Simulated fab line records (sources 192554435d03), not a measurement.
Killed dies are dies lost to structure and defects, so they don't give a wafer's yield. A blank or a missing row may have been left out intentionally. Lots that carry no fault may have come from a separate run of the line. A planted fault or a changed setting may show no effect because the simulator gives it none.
A struck lot beside a sound one	flow n5 finfet	16 out of 1938 route steps
Sound: the wafers L759.1, L759.3, L759.5. Struck: wafer L753.1 (left out: L753.5, a lot-mate that was not struck); the cause follows at the end.
For every step that has rows: the tool of each side, followed by ch and its chambers, followed by its first start. Under that, the readings that differ: sound wafers	struck wafers	difference of the means	sigmas: that difference in standard deviations of wafers without a fault.
alike: same words and numbers on both sides, and readings whose means sit less than 2 such deviations apart. not compared: any withheld reading, any reading some wafer has no value for, any bound like >300 that may hide the same value, and any number with overlapping values for which the record gives no deviation.
The two part at a step that has a row with sigmas, a row that says differs or no value, or rows on one side only. When numbers do not overlap yet have no deviation, they are printed without sigmas and do not part them. A reading that every wafer of one side lacks parts them only if that side has two wafers or more.

first, 7 steps without rows for these wafers: N5_SDB_COAT_04 (time 60 s, resist thk 18 nm); N5_SDB_COAT_05 (resist thk 90 nm); N5_SDB_EBR_07; N5_SDB_SOFTBAKE_06 (time 60 s); N5_SDB_EXPOSE_08 (exposes mask SDB); N5_SDB_PEB_09 (peb time 60 s); N5_SDB_DEVELOP_10 (develop time 30 s).
N5_SDB_CD_MEAS_11: the cd target is 50 nm.
  sound on cd sem-02 ch 0, day 9 09:23; struck on cd sem-03 ch 0, day 7 18:31
  alike: cd nm
N5_SDB_OVL_MEAS_12:
  sound on overlay-01 ch 0, day 9 09:25; struck on overlay-01 ch 0, day 7 18:33
  alike: SDB_OVL
N5_SDB_INSPECT_13: inspects for defects (brightfield).
  struck on defect inspect-01, day 7 18:34; sound on defect inspect-02, day 9 09:26
  alike: raw defect count
N5_SDB_DESCUM_16: chemistry O2, time 7.9 s.
  sound on rie diel-01 ch 2,3, day 9 09:29; struck on rie diel-05 ch 2, day 7 18:37
reading	sound	struck	difference	sigmas
rf vpp V (V)	241.2 241.6 241.1	244.9	+3.6	+2
showerhead plenum p Torr (Torr)	2.02 1.99 1.99	2.17	+0.17	+2
  alike: drypump motor current A, oes product au, throttle valve pct
  not compared: rf hours counter h
N5_SDB_ETCH_17: etches SiARC in CF4, target depth 23.4 nm, time 39 s.
  sound on rie diel-01 ch 2,3, day 9 09:31; struck on rie diel-05 ch 2, day 7 18:38
reading	sound	struck	difference	sigmas
showerhead plenum p Torr (Torr)	2.10 2.04 2.04	2.22	+0.16	+2
  alike: drypump motor current A, etch rf on time s, oes product au, rf vpp V, throttle valve pct
  not compared: rf hours counter h
N5_SDB_ETCH_18: etches SOC in N2/H2, target depth 100 nm, overetch 20 nm, time 150 s.
  sound on rie diel-01 ch 2,3, day 9 09:33; struck on rie diel-05 ch 2, day 7 18:41
reading	sound	struck	difference	sigmas
rf vpp V (V)	520.2 520.2 519.9	525.9	+5.8	+2
showerhead plenum p Torr (Torr)	2.48 2.43 2.43	2.64	+0.19	+2
model.SiARC_of_SDB_COAT_04.thk nm (nm)	12.8 13 13	11.2	-1.7	
  alike: drypump motor current A, oes product au, throttle valve pct
  not compared: rf hours counter h
then, 1 step without rows for these wafers: N5_SDB_STRIP_19 (strips in N2/H2).
-- the record jumps here: 4 days lie between the struck wafers' starts before and after (it left off in module SDB and takes up again in module BEOL_M4, whose first step shown is number 1111 of the route) --
N5_BEOL_M4_RC_MEAS_101:
  sound on prober-01 ch 0, day 14 04:18; struck on prober-01 ch 0, day 12 03:11
  alike: DIBL_N, DIBL_P, IOFF_N, IOFF_P, ION_N, ION_P, SS_N, SS_P, VT_N, VT_P
following that, these wafers have no rows for 1 step: N5_PASSIVATION_PROBE_49.

WHERE THEY PART
At N5_SDB_DESCUM_16 first; at N5_SDB_ETCH_18 last (within this record only). Later steps at which nothing parts them and some readings are alike: N5_BEOL_M4_RC_MEAS_101.

WHY: what the simulator had put in
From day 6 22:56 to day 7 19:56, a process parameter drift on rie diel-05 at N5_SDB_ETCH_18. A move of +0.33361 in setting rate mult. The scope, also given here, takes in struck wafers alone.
